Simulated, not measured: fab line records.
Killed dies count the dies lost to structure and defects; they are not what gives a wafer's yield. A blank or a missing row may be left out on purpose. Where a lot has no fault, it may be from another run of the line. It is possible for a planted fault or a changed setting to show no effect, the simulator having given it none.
fab line records || flow n5_finfet || part 2 of 2: steps 41 to 44 of 44
record: {"lots": 5, "wafers": 14, "last_day": 19}
route steps=1938 shown BEOL_M8@1338 PASSIVATION@1936
lots that met no fault: taken from a fault-free run of the same line
start_h: hours from the record's opening day to when the first of the lot's shown wafers began || wait_h: hours from the lot's prior step to this one || " unchanged from the row above || L1.1+2: a row that stands for several wafers || - no value, or no start given || * or withheld: withheld || < > ~ a bound
route shown NAME@n: a module of which the file shows steps, and the number in the route of the first || usual: average and standard deviation across the fault-free wafers || same: alike in all rows || chamber/n: place in a boat || sites: per-site readings || _std_site: standard deviation of those values || _edge_site: inner sites' mean taken away from outer sites' mean || radius_mm: how far each site lies from the wafer's centre || mask NAME#n: copy n || behind: the most recent tool/chamber to have shaped the wafer || hold: what put the lot on hold/how long, in hours/how the hold closed || device: transistor that didn't switch, given as n, p or np || end of line: the tests these same wafers got at the end of their route || where a step has no rows: the recipe by itself || killed: at the first sort, the dies lost to defects and structure; wafer yield is something else || map: a wafer's dies, x killed, . not, _ none there
set.NAME: the setting the step ran with; set.NAME@STEP: the setting that earlier step ran with || model.NAME: the simulator's own value behind a step, which no gauge read
lots at some steps of the route; a table a step, a row a wafer
services: a tool's chamber out of use, with start hour (start_h, from the record's first day; less than 0 if before it), hours out, and reason
== steps ==
step: N5_BEOL_M8_ETCH_41
recipe: {"chemistry": "CH3F/O2", "target": "SiCN", "target_depth_a": 319, "taper_deg": 2, "time_s": 57.8, "ion_energy_ev": 120, "mask_material": "TiN", "pressure_mtorr": 30, "source_w": 395, "bias_w": 75, "Ar_flow_sccm": 150, "CH3F_flow_sccm": 30, "O2_flow_sccm": 20}
usual: {"drypump_motor_current_A": "5.73/0.25", "oes_product_au": "0.84/0.063", "rf_vpp_V": "298.0/1.5", "showerhead_plenum_p_Torr": "2.03/0.062", "throttle_valve_pct": "16.17/0.21"}
{"lot.wafer": "L844.1", "tool": "rie_diel-05", "chamber": 1, "start_h": "-", "wait_h": "-", "drypump_motor_current_A": 5.78, "oes_product_au": 0.88, "rf_hours_counter_h": 35, "rf_vpp_V": 300.2, "showerhead_plenum_p_Torr": 2.04, "throttle_valve_pct": 15.84}
{"lot.wafer": "L844.2", "tool": "rie_diel-05", "chamber": 2, "start_h": "-", "wait_h": "-", "drypump_motor_current_A": 6.14, "oes_product_au": 0.81, "rf_hours_counter_h": 93, "rf_vpp_V": 297.3, "showerhead_plenum_p_Torr": 2.01, "throttle_valve_pct": 16.46}
{"lot.wafer": "L844.4", "tool": "rie_diel-05", "chamber": 3, "start_h": "-", "wait_h": "-", "drypump_motor_current_A": 5.89, "oes_product_au": 0.93, "rf_hours_counter_h": 8, "rf_vpp_V": 296.1, "showerhead_plenum_p_Torr": 1.98, "throttle_valve_pct": 16.21}
{"lot.wafer": "L848.1", "tool": "rie_diel-05", "chamber": 3, "start_h": "-", "wait_h": "-", "drypump_motor_current_A": 5.86, "oes_product_au": 0.91, "rf_hours_counter_h": 18, "rf_vpp_V": 296.8, "showerhead_plenum_p_Torr": 1.98, "throttle_valve_pct": 16.21}
{"lot.wafer": "L848.4", "tool": "rie_diel-05", "chamber": 1, "start_h": "-", "wait_h": "-", "drypump_motor_current_A": 5.81, "oes_product_au": 0.86, "rf_hours_counter_h": 47, "rf_vpp_V": 298.1, "showerhead_plenum_p_Torr": 2.03, "throttle_valve_pct": 15.83}
{"lot.wafer": "L848.6", "tool": "rie_diel-05", "chamber": 1, "start_h": "-", "wait_h": "-", "drypump_motor_current_A": 5.82, "oes_product_au": 0.85, "rf_hours_counter_h": "-", "rf_vpp_V": 298.3, "showerhead_plenum_p_Torr": 2.03, "throttle_valve_pct": 15.84}
{"lot.wafer": "L855.1", "tool": "rie_diel-05", "chamber": 3, "start_h": "-", "wait_h": "-", "drypump_motor_current_A": 5.91, "oes_product_au": 0.86, "rf_hours_counter_h": 38, "rf_vpp_V": 296.9, "showerhead_plenum_p_Torr": 1.97, "throttle_valve_pct": 16.27}
{"lot.wafer": "L855.3", "tool": "rie_diel-05", "chamber": 2, "start_h": "-", "wait_h": "-", "drypump_motor_current_A": 6.14, "oes_product_au": 0.79, "rf_hours_counter_h": 125, "rf_vpp_V": 297.5, "showerhead_plenum_p_Torr": 2.00, "throttle_valve_pct": 16.53}
{"lot.wafer": "L855.4", "tool": "rie_diel-05", "chamber": 0, "start_h": "-", "wait_h": "-", "drypump_motor_current_A": 5.57, "oes_product_au": 0.74, "rf_hours_counter_h": 160, "rf_vpp_V": 297.3, "showerhead_plenum_p_Torr": 1.99, "throttle_valve_pct": 16.10}
{"lot.wafer": "L858.1", "tool": "rie_diel-04", "chamber": 2, "start_h": "-", "wait_h": "-", "drypump_motor_current_A": 5.43, "oes_product_au": 1.00, "rf_hours_counter_h": 1, "rf_vpp_V": 300.2, "showerhead_plenum_p_Torr": 2.14, "throttle_valve_pct": 16.32}
{"lot.wafer": "L858.6", "tool": "rie_diel-04", "chamber": 2, "start_h": "-", "wait_h": "-", "drypump_motor_current_A": 5.45, "oes_product_au": 1.00, "rf_hours_counter_h": "-", "rf_vpp_V": 300.8, "showerhead_plenum_p_Torr": 2.14, "throttle_valve_pct": 16.34}
{"lot.wafer": "L864.2", "tool": "rie_diel-06", "chamber": 3, "start_h": "-", "wait_h": "-", "drypump_motor_current_A": 5.26, "oes_product_au": 0.86, "rf_hours_counter_h": 63, "rf_vpp_V": 298.2, "showerhead_plenum_p_Torr": 2.04, "throttle_valve_pct": 15.93}
{"lot.wafer": "L864.3", "tool": "rie_diel-06", "chamber": 1, "start_h": "-", "wait_h": "-", "drypump_motor_current_A": 5.58, "oes_product_au": 0.77, "rf_hours_counter_h": 148, "rf_vpp_V": 296.1, "showerhead_plenum_p_Torr": 1.93, "throttle_valve_pct": 16.24}
{"lot.wafer": "L864.4", "tool": "rie_diel-06", "chamber": 2, "start_h": "-", "wait_h": "-", "drypump_motor_current_A": 5.77, "oes_product_au": 0.78, "rf_hours_counter_h": 111, "rf_vpp_V": 298.7, "showerhead_plenum_p_Torr": 2.11, "throttle_valve_pct": 16.12}
step: N5_BEOL_M8_STRIP_80
recipe: {"chemistry": "N2/H2", "time_s": 10, "power_w": 450, "temp_c": 40, "pressure_mtorr": 20, "rf_frequency_hz": 6e+07, "bias_power_w": 7, "n2_flow_sccm": 200, "h2_flow_sccm": 200}
step: N5_BEOL_M8_CD_MEAS_35
recipe: {"target_cd_nm": 40, "polarity": "opening"}
usual: {"cd_nm": "40.1/0.51"}
{"lot.wafer": "L844.1", "tool": "cd_sem-02", "chamber": "-", "start_h": 236.45, "wait_h": 0.0, "cd_nm": 39.6}
{"lot.wafer": "L844.2", "tool": "cd_sem-02", "chamber": "-", "start_h": 236.45, "wait_h": 0.0, "cd_nm": 39.9}
{"lot.wafer": "L844.4", "tool": "cd_sem-02", "chamber": "-", "start_h": 236.45, "wait_h": 0.0, "cd_nm": 39.5}
{"lot.wafer": "L848.1", "tool": "cd_sem-01", "chamber": "-", "start_h": 275.48, "wait_h": 0.0, "cd_nm": 40.1}
{"lot.wafer": "L848.4", "tool": "cd_sem-01", "chamber": "-", "start_h": 275.48, "wait_h": 0.0, "cd_nm": 40.5}
{"lot.wafer": "L848.6", "tool": "cd_sem-01", "chamber": "-", "start_h": 275.48, "wait_h": 0.0, "cd_nm": 40.4}
{"lot.wafer": "L855.1", "tool": "cd_sem-03", "chamber": "-", "start_h": 316.97, "wait_h": 0.0, "cd_nm": 40.5}
{"lot.wafer": "L855.3", "tool": "cd_sem-03", "chamber": "-", "start_h": 316.97, "wait_h": 0.0, "cd_nm": 40.4}
{"lot.wafer": "L855.4", "tool": "cd_sem-03", "chamber": "-", "start_h": 316.97, "wait_h": 0.0, "cd_nm": 40.1}
{"lot.wafer": "L858.1", "tool": "cd_sem-01", "chamber": "-", "start_h": 323.16, "wait_h": 0.0, "cd_nm": 41.7}
{"lot.wafer": "L858.6", "tool": "cd_sem-01", "chamber": "-", "start_h": 323.16, "wait_h": 0.0, "cd_nm": 40.8}
{"lot.wafer": "L864.2", "tool": "cd_sem-01", "chamber": "-", "start_h": 381.37, "wait_h": 0.0, "cd_nm": 40.3}
{"lot.wafer": "L864.3", "tool": "cd_sem-01", "chamber": "-", "start_h": 381.37, "wait_h": 0.0, "cd_nm": 38.9}
{"lot.wafer": "L864.4", "tool": "cd_sem-01", "chamber": "-", "start_h": 381.37, "wait_h": 0.0, "cd_nm": 39.3}
step: N5_PASSIVATION_PROBE_49
usual: {"defect_limited_yield": "91.1/1.4", "killed_at_M0_to_M3": "36/11", "killed_at_M4_up": "14/5.2", "killed_at_contacts": "12/6.1", "killed_at_front_end": "40/12", "killed_at_other": "3.2/2.5", "killed_dies": "105/16", "killed_on_rim": "14/4.4", "killed_open": "68/12", "killed_short": "35/8.7", "sort_bin_5_function": "5.2/0.89", "sort_bin_6_memory": "3.3/0.66", "sort_n_pass": "1074/16", "sort_yield_pct": "91.1/1.4"}
same: {"gross_dies": 1180, "killed_at_back_side": 0, "sort_bin_4_leakage[%]": 0, "sort_bin_8_speed[%]": 0}
{"lot.wafer": "L844.1", "tool": "prober-02", "chamber": "-", "start_h": 325.56, "wait_h": 0.0, "defect_limited_yield[%]": 92.5, "killed_at_M0_to_M3": 30, "killed_at_M4_up": 5, "killed_at_contacts": 10, "killed_at_front_end": 39, "killed_at_other": 5, "killed_dies": 89, "killed_on_rim": 15, "killed_open": 55, "killed_short": 30, "sort_bin_5_function[%]": 4.2, "sort_bin_6_memory[%]": 3.0, "sort_n_pass": 1091, "sort_yield_pct[%]": 92.5}
{"lot.wafer": "L844.2", "tool": "prober-02", "chamber": "-", "start_h": 325.61, "wait_h": 0.1, "defect_limited_yield[%]": 89.4, "killed_at_M0_to_M3": 39, "killed_at_M4_up": 6, "killed_at_contacts": 27, "killed_at_front_end": 50, "killed_at_other": 3, "killed_dies": 125, "killed_on_rim": 19, "killed_open": 90, "killed_short": 33, "sort_bin_5_function[%]": 6.6, "sort_bin_6_memory[%]": 3.7, "sort_n_pass": 1055, "sort_yield_pct[%]": 89.4}
{"lot.wafer": "L844.4", "tool": "prober-02", "chamber": "-", "start_h": 325.71, "wait_h": 0.2, "defect_limited_yield[%]": 92.6, "killed_at_M0_to_M3": 27, "killed_at_M4_up": 8, "killed_at_contacts": 16, "killed_at_front_end": 35, "killed_at_other": 1, "killed_dies": 87, "killed_on_rim": 11, "killed_open": 59, "killed_short": 27, "sort_bin_5_function[%]": 4.5, "sort_bin_6_memory[%]": 2.6, "sort_n_pass": 1093, "sort_yield_pct[%]": 92.6}
{"lot.wafer": "L848.1", "tool": "prober-02", "chamber": "-", "start_h": 349.16, "wait_h": 0.0, "defect_limited_yield[%]": 91.7, "killed_at_M0_to_M3": 36, "killed_at_M4_up": 18, "killed_at_contacts": 4, "killed_at_front_end": 40, "killed_at_other": 0, "killed_dies": 98, "killed_on_rim": 8, "killed_open": 63, "killed_short": 31, "sort_bin_5_function[%]": 4.4, "sort_bin_6_memory[%]": 3.5, "sort_n_pass": 1082, "sort_yield_pct[%]": 91.7}
{"lot.wafer": "L848.4", "tool": "prober-02", "chamber": "-", "start_h": 349.31, "wait_h": 0.2, "defect_limited_yield[%]": 91.3, "killed_at_M0_to_M3": 40, "killed_at_M4_up": 13, "killed_at_contacts": 6, "killed_at_front_end": 44, "killed_at_other": 0, "killed_dies": 103, "killed_on_rim": 10, "killed_open": 68, "killed_short": 25, "sort_bin_5_function[%]": 4.9, "sort_bin_6_memory[%]": 2.8, "sort_n_pass": 1077, "sort_yield_pct[%]": 91.3}
{"lot.wafer": "L848.6", "tool": "prober-02", "chamber": "-", "start_h": 349.41, "wait_h": 0.3, "defect_limited_yield[%]": 91.3, "killed_at_M0_to_M3": 45, "killed_at_M4_up": 17, "killed_at_contacts": 9, "killed_at_front_end": 25, "killed_at_other": 7, "killed_dies": 103, "killed_on_rim": 16, "killed_open": 69, "killed_short": 31, "sort_bin_5_function[%]": 5.2, "sort_bin_6_memory[%]": 3.2, "sort_n_pass": 1077, "sort_yield_pct[%]": 91.3}
{"lot.wafer": "L855.1", "tool": "prober-01", "chamber": "-", "start_h": 384.40, "wait_h": 0.0, "defect_limited_yield[%]": 90.1, "killed_at_M0_to_M3": 41, "killed_at_M4_up": 9, "killed_at_contacts": 9, "killed_at_front_end": 55, "killed_at_other": 3, "killed_dies": 117, "killed_on_rim": 18, "killed_open": 79, "killed_short": 37, "sort_bin_5_function[%]": 5.8, "sort_bin_6_memory[%]": 3.8, "sort_n_pass": 1063, "sort_yield_pct[%]": 90.1}
{"lot.wafer": "L855.3", "tool": "prober-01", "chamber": "-", "start_h": 384.50, "wait_h": 0.1, "defect_limited_yield[%]": 91.5, "killed_at_M0_to_M3": 28, "killed_at_M4_up": 9, "killed_at_contacts": 16, "killed_at_front_end": 44, "killed_at_other": 3, "killed_dies": 100, "killed_on_rim": 17, "killed_open": 73, "killed_short": 27, "sort_bin_5_function[%]": 5.2, "sort_bin_6_memory[%]": 3.1, "sort_n_pass": 1080, "sort_yield_pct[%]": 91.5}
{"lot.wafer": "L855.4", "tool": "prober-01", "chamber": "-", "start_h": 384.55, "wait_h": 0.2, "defect_limited_yield[%]": 90.9, "killed_at_M0_to_M3": 42, "killed_at_M4_up": 8, "killed_at_contacts": 13, "killed_at_front_end": 41, "killed_at_other": 3, "killed_dies": 107, "killed_on_rim": 9, "killed_open": 65, "killed_short": 39, "sort_bin_5_function[%]": 5.3, "sort_bin_6_memory[%]": 3.0, "sort_n_pass": 1073, "sort_yield_pct[%]": 90.9}
{"lot.wafer": "L858.6", "tool": "prober-01", "chamber": "-", "start_h": 387.91, "wait_h": 0.3, "defect_limited_yield[%]": 91.5, "killed_at_M0_to_M3": 29, "killed_at_M4_up": 10, "killed_at_contacts": 12, "killed_at_front_end": 45, "killed_at_other": 4, "killed_dies": 100, "killed_on_rim": 10, "killed_open": 62, "killed_short": 36, "sort_bin_5_function[%]": 5.6, "sort_bin_6_memory[%]": 2.4, "sort_n_pass": 1080, "sort_yield_pct[%]": 91.5}
killed by level:class
L844.1 BEOL_M1:geometric_particle:open=11 GATE_CUT:geometric_particle:short=9 FIN_SAQP:geometric_particle:open=8 MOL_CONTACT_COAG:geometric_particle:open=8 BEOL_M2:geometric_particle:open=7 GATE_CUT:geometric_particle:open=6 FIN_SAQP:geometric_particle:short=5 BEOL_M0_SAQP:geometric_particle:short=3
L844.2 MOL_CONTACT_COAG:geometric_particle:open=24 FIN_SAQP:geometric_particle:open=20 BEOL_M0_SAQP:geometric_particle:short=9 BEOL_M0_SAQP:geometric_particle:open=8 STI_FIN_REVEAL:geometric_particle:open=8 BEOL_M2:geometric_particle:open=7 BEOL_M0:geometric_particle:open=6 FIN_SAQP:geometric_particle:short=5
L844.4 MOL_CONTACT_COAG:geometric_particle:open=13 FIN_SAQP:geometric_particle:open=11 GATE_CUT:geometric_particle:short=10 BEOL_M1:geometric_particle:open=7 BEOL_M0_SAQP:geometric_particle:open=6 BEOL_M2:geometric_particle:open=5 MOL_CONTACT_COAG:geometric_particle:short=3 BEOL_M0_SAQP:geometric_particle:short=3
L848.1 FIN_SAQP:geometric_particle:open=12 BEOL_M0_SAQP:geometric_particle:short=9 BEOL_M0_SAQP:geometric_particle:open=7 STI_FIN_REVEAL:geometric_particle:open=6 BEOL_M2:geometric_particle:open=6 BEOL_M4:geometric_particle:open=6 STARTING-WAFER:geometric_particle:short=5 FIN_SAQP:geometric_particle:short=4
L848.4 BEOL_M2:geometric_particle:open=13 FIN_SAQP:geometric_particle:short=9 STI_FIN_REVEAL:geometric_particle:open=9 BEOL_M0_SAQP:geometric_particle:open=8 BEOL_M4:geometric_particle:open=7 HKMG_FIN:area_etch=7 FIN_SAQP:geometric_particle:open=6 DUMMY_GATE:geometric_particle:open=6
L848.6 BEOL_M4:geometric_particle:open=15 BEOL_M0_SAQP:geometric_particle:short=14 BEOL_M0_SAQP:geometric_particle:open=11 BEOL_M2:geometric_particle:open=6 FIN_SAQP:geometric_particle:open=5 DUMMY_GATE:geometric_particle:open=5 BEOL_M1:geometric_particle:open=5 MOL_CONTACT_COAG:geometric_particle:open=4
L855.1 FIN_SAQP:geometric_particle:open=13 FIN_SAQP:geometric_particle:short=13 BEOL_M1:geometric_particle:open=11 MOL_CONTACT_COAG:geometric_particle:open=8 BEOL_M3:geometric_particle:open=8 BEOL_M0_SAQP:geometric_particle:short=7 STI_FIN_REVEAL:geometric_particle:open=6 BEOL_M2:geometric_particle:open=6
L855.3 FIN_SAQP:geometric_particle:open=15 FIN_SAQP:geometric_particle:short=14 MOL_CONTACT_COAG:geometric_particle:open=14 BEOL_M2:geometric_particle:open=10 BEOL_M1:geometric_particle:open=9 STI_FIN_REVEAL:geometric_particle:open=7 ILD0:geometric_particle:short=5 BEOL_M3:geometric_particle:open=4
L855.4 BEOL_M0_SAQP:geometric_particle:open=13 FIN_SAQP:geometric_particle:short=11 BEOL_M0_SAQP:geometric_particle:short=11 BEOL_M2:geometric_particle:open=10 FIN_SAQP:geometric_particle:open=8 MOL_CONTACT_COAG:geometric_particle:open=8 STI_FIN_REVEAL:geometric_particle:open=6 BEOL_M1:geometric_particle:open=4
L858.6 STI_FIN_REVEAL:geometric_particle:open=12 MOL_CONTACT_COAG:geometric_particle:open=11 GATE_CUT:geometric_particle:short=7 FIN_SAQP:geometric_particle:short=6 STI_FIN_REVEAL:geometric_particle:short=6 BEOL_M0_SAQP:geometric_particle:open=6 BEOL_M1:geometric_particle:open=5 BEOL_M3:geometric_particle:open=5
== services ==
{"tool": "rie_diel-05", "chamber": "-", "start_h": 238.15, "hours": 0.8, "kind": "repair"}
{"tool": "rie_diel-04", "chamber": 0, "start_h": 238.47, "hours": "-", "kind": "clean"}
{"tool": "rie_diel-04", "chamber": 0, "start_h": 238.47, "hours": "-", "kind": "consumable_replace:focus_ring"}
{"tool": "rie_diel-04", "chamber": 0, "start_h": 238.47, "hours": 12.6, "kind": "scheduled_down"}
{"tool": "rie_diel-04", "chamber": 0, "start_h": 238.47, "hours": 12.6, "kind": "vent_cycle"}
{"tool": "rie_metal-01", "chamber": "-", "start_h": 238.53, "hours": 0.7, "kind": "repair"}
{"tool": "rie_metal-01", "chamber": 0, "start_h": 257.63, "hours": "-", "kind": "clean"}
{"tool": "rie_metal-01", "chamber": 0, "start_h": 257.63, "hours": 19.7, "kind": "scheduled_down"}
{"tool": "rie_metal-01", "chamber": 0, "start_h": 257.63, "hours": 19.7, "kind": "vent_cycle"}
{"tool": "rie_diel-04", "chamber": 2, "start_h": 272.93, "hours": "-", "kind": "clean"}
{"tool": "rie_diel-04", "chamber": 2, "start_h": 272.93, "hours": "-", "kind": "consumable_replace:focus_ring"}
{"tool": "rie_diel-04", "chamber": 2, "start_h": 272.93, "hours": "-", "kind": "consumable_replace:showerhead"}
{"tool": "rie_diel-04", "chamber": 2, "start_h": 272.93, "hours": 28.6, "kind": "scheduled_down"}
{"tool": "rie_diel-04", "chamber": 2, "start_h": 272.93, "hours": 28.6, "kind": "vent_cycle"}
{"tool": "rie_metal-01", "chamber": 1, "start_h": 277.35, "hours": "-", "kind": "clean"}
{"tool": "rie_diel-04", "chamber": "-", "start_h": 292.12, "hours": 28.1, "kind": "pm"}
{"tool": "rie_metal-01", "chamber": "-", "start_h": 308.64, "hours": 2.8, "kind": "pm"}
{"tool": "rie_diel-04", "chamber": 1, "start_h": 326.00, "hours": 10.0, "kind": "repair"}
{"tool": "rie_diel-05", "chamber": 0, "start_h": 329.85, "hours": 3.2, "kind": "repair"}
{"tool": "rie_metal-02", "chamber": 0, "start_h": 330.54, "hours": 9.5, "kind": "repair"}
{"tool": "rie_diel-05", "chamber": "-", "start_h": 339.29, "hours": 2.8, "kind": "pm"}
{"tool": "rie_diel-04", "chamber": "-", "start_h": 341.02, "hours": 0.3, "kind": "repair"}
{"tool": "rie_diel-05", "chamber": 1, "start_h": 355.98, "hours": 1.7, "kind": "repair"}
{"tool": "rie_metal-01", "chamber": 0, "start_h": 359.58, "hours": 12.0, "kind": "repair"}
== key ==
first_sign: {"step": "N5_BEOL_M8_CD_MEAS_35", "reading": "cd_nm", "direction": "up", "sigmas": 3.1, "usual": 40.1, "struck": 41.7}
effect none on later readings
model_effect: {"step": "N5_BEOL_M8_ETCH_62", "value": "SiARC_of_BEOL_M8_COAT_60.thk_nm", "without": 28.8, "struck": 26.6}
model_effect: {"step": "N5_BEOL_M8_HM_OPEN_17", "value": "BEOL_M8.cd_offset_nm", "without": 0.4, "struck": 1.6}
met_at N5_BEOL_M8_ETCH_62
struck_wafers L858.1
onset_between 271.86 321.53
fault: {"kind": "process_parameter_drift", "tool": "rie_diel-05", "chamber": "-", "onset_h": 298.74, "steps": "N5_BEOL_M8_ETCH_62", "channel": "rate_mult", "offset": 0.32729, "shape": "step", "end_h": 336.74, "scope": "struck_wafers_only"}
